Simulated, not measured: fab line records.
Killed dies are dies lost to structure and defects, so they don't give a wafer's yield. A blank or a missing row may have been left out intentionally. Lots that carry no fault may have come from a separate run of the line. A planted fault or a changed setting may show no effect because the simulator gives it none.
A struck lot beside a sound one | flow n5Finfet | 37 steps out of a route of 1938
Sound: the wafers L403.1, L403.2, L403.6. Wafers struck: L402.1, L402.2, L402.6. At the end, the cause is stated.
At each step with rows: each side's tool, then ch and its chambers, then its first start. Under that, the readings that differ: sound wafers | struck wafers | difference of the means | sigmas: that difference in standard deviations of wafers without a fault.
alike: readings with means less than 2 such deviations apart, plus words and numbers identical on both sides. not compared: withheld readings, readings lacking a value on some wafer, bounds such as >300 that could conceal the same value, and numbers that have no deviation in the record and whose values overlap.
The two part at a step that has a row with sigmas, a row that says differs or no value, or rows on one side only. Non-overlapping numbers with no deviation appear without sigmas and do not part them. Lack of a reading on every wafer of one side parts them only where that side has two or more wafers.

first, 12 steps without rows for these wafers: N5_SD_EPI_P_STRIP_38 (strips in N2/H2); N5_SD_EPI_P_ETCHBACK_46 (etches SiNx in CH3F/O2, stops on SiO2, target depth 17.5 nm); N5_SD_EPI_P_ETCH_47 (etches SiOCN in CH3F/O2, target depth 25 nm); N5_SD_EPI_P_ETCH_16 (etches SiO2 in CHF3/O2, target depth 5 nm); N5_SD_EPI_P_STRIP_50 (strips in CHF3/O2); N5_SD_EPI_P_SD_RECESS_17 (chemistry HBr/Cl2/O2, target depth 39.1 nm, bt time 3 s); N5_SD_EPI_P_WET_ETCH_45 (etches SiO2 in dHF, time 10.7 s, target depth 2 nm, rinse time 30 s); N5_SD_EPI_P_STRIP_40 (strips in N2/H2); N5_SD_EPI_P_PRECLEAN_52 (cleans in O3/DIW, time 60 s); N5_SD_EPI_P_SRD_20 (time 30 s); N5_SD_EPI_P_PRECLEAN_51 (cleans in NF3:NH3, afs cycles 1, time 20 s, sublimation time 60 s); N5_SD_EPI_P_VAPOR_ETCH_44 (etches SiGe30 in NF3/Ar, time 3.3 s).
N5_SD_EPI_P_EPI_21: deposits SiGe:B, time 355 s.
  sound on epiRpcvd-04 ch 0, day 9 06:05; struck on epiRpcvd-03 ch 0, day 8 13:44
reading                                    | sound                | struck               | difference | sigmas
susceptorTempC (C)                         | 549.84 549.87 549.86 | 554.02 553.94 554.04 | +4.14      | +16
susceptor_temp_C_max                       | 550.5 550.7 550.6    | 555.4 555.1 555.0    | +4.6       | +13
model.SiGe-B_of_SD_EPI_P_EPI_21.thkNm (nm) | 60.4 60.6 60.2       | 67.6 67 67.8         | +7.1       | 
N5_SD_EPI_P_EPI_MEAS_23:
  sound on filmMetro-02, day 9 09:01; struck on filmMetro-02, day 8 16:38
reading    | sound          | struck         | difference | sigmas
thkNm (nm) | 57.7 59.0 60.9 | 68.2 67.0 68.4 | +8.7       | +8
then, 8 steps without rows for these wafers: N5_SD_EPI_P_HM_STRIP_48 (strips SiNx in H3PO4, material SiNx, target depth 3 nm); N5_SD_EPI_P_SRD_49 (time 30 s); N5_SD_EPI_P_PRECLEAN_24 (cleans in O3/DIW, time 45 s); N5_SD_EPI_P_PRECLEAN_32 (cleans in dHF, time 10 s); N5_SD_EPI_P_PRECLEAN_33 (cleans in SC2, time 45 s); N5_SD_EPI_P_SRD_25 (time 30 s); N5_SD_ACTIVATION_RTA_00 (time 0 s); N5_SD_ACTIVATION_LSA_01 (time 0.0008 s).
N5_SD_ACTIVATION_RS_MEAS_03: measures by four-point-probe.
  sound on filmMetro-02, day 9 09:42; struck on filmMetro-01, day 8 17:16
reading          | sound             | struck            | difference | sigmas
RS_SD_N (ohm/sq) | 22.37 22.15 22.10 | 21.68 21.58 21.60 | -0.59      | -2
RS_SD_P (ohm/sq) | 57.0 56.7 57.0    | 49.7 50.1 49.7    | -7.1       | -9
then, 12 steps without rows for these wafers: N5_ILD0_LINER_00 (material SiNx, target thk 4 nm, pulse time 1 s, purge time 2 s); N5_ILD0_FCVD_FILL_01 (material SiO2 flowable, target thk 200 nm, time 328.3 s); N5_ILD0_CURE_02 (time 1800 s); N5_ILD0_CMP_03 (polishes, stops on SiNx, t overpolish 1.9 s, target thk 197.38 nm); N5_ILD0_CMP_07 (polishes SiO2 flowable, stops on poly-Si, t overpolish 1.18 s, target thk 138.88 nm); N5_ILD0_PRECLEAN_10 (cleans in NF3:NH3, afs cycles 5, time 20 s, sublimation time 60 s); N5_ILD0_ALD_15 (deposits SiNx, target thk 24 nm, pulse time 1 s, ald cycles 480); N5_ILD0_CMP_12 (polishes SiNx, stops on poly-Si, t overpolish 6 s, target thk 17.67 nm); N5_SDB_HM_DEP_00 (deposits SiNx from SiH4/NH3/N2, target thk 40 nm, time 35.3 s); N5_SDB_COAT_03 (time 60 s, resist thk 100 nm); N5_SDB_COAT_04 (time 60 s, resist thk 18 nm); N5_SDB_COAT_05 (resist thk 90 nm).
N5_MOL_CONTACT_COAG_ETCH_110: etches Si in CF4/O2, target depth 2.5 nm, time 8 s.
  sound on rieDiel-05 ch 0,1,3, day 10 15:55; struck on rieDiel-02 ch 1,2,3, day 10 00:10
reading                                    | sound          | struck         | difference | sigmas
model.SiGe-B_of_SD_EPI_P_EPI_21.thkNm (nm) | 57.4 57.6 57.4 | 64.4 63.8 64.6 | +6.8       | 
  alike: drypumpMotorCurrentA, oes_ar_750_au, oesProductAu, rfVppV, showerheadPlenumPTorr, throttleValvePct
  not compared: rfHoursCounterH
-- the record jumps here: 3 days lie between the struck wafers' starts before and after (it left off in module MOL_CONTACT_COAG and takes up again in module BEOL_M4, whose first step shown is number 1111 of the route) --
N5_BEOL_M4_RC_MEAS_101:
  sound on prober-01 ch 0, day 13 22:40; struck on prober-02 ch 0, day 12 23:18
reading          | sound             | struck            | difference | sigmas
DIBL_N (mV/V)    | 33.7 34.9 34.2    | 36.3 36.8 37.6    | +2.6       | +2
DIBL_P (mV/V)    | 33.9 35.8 34.5    | 38.7 40.0 40.4    | +5.0       | +3
IOFF_N (nA/um)   | 0.121 0.146 0.128 | 0.164 0.183 0.190 | +0.047     | +2
RS_SD_P (ohm/sq) | 66.6 66.4 67.0    | 58.3 58.8 58.1    | -8.3       | -9
SS_N (mV/dec)    | 70.7 71.2 70.9    | 72.2 72.2 71.9    | +1.2       | +2
SS_P (mV/dec)    | 72.6 73.6 72.4    | 73.7 74.2 74.7    | +1.3       | +2
  alike: IOFF_P, ION_N, ION_P, VT_N, VT_P

== WHERE THEY PART ==
At N5_SD_EPI_P_EPI_21 first; at N5_BEOL_M4_RC_MEAS_101 last (within this record only).

WHY: whatever the simulator had introduced
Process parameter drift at N5_SD_EPI_P_EPI_21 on epiRpcvd-03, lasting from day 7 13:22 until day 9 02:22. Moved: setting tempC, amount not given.
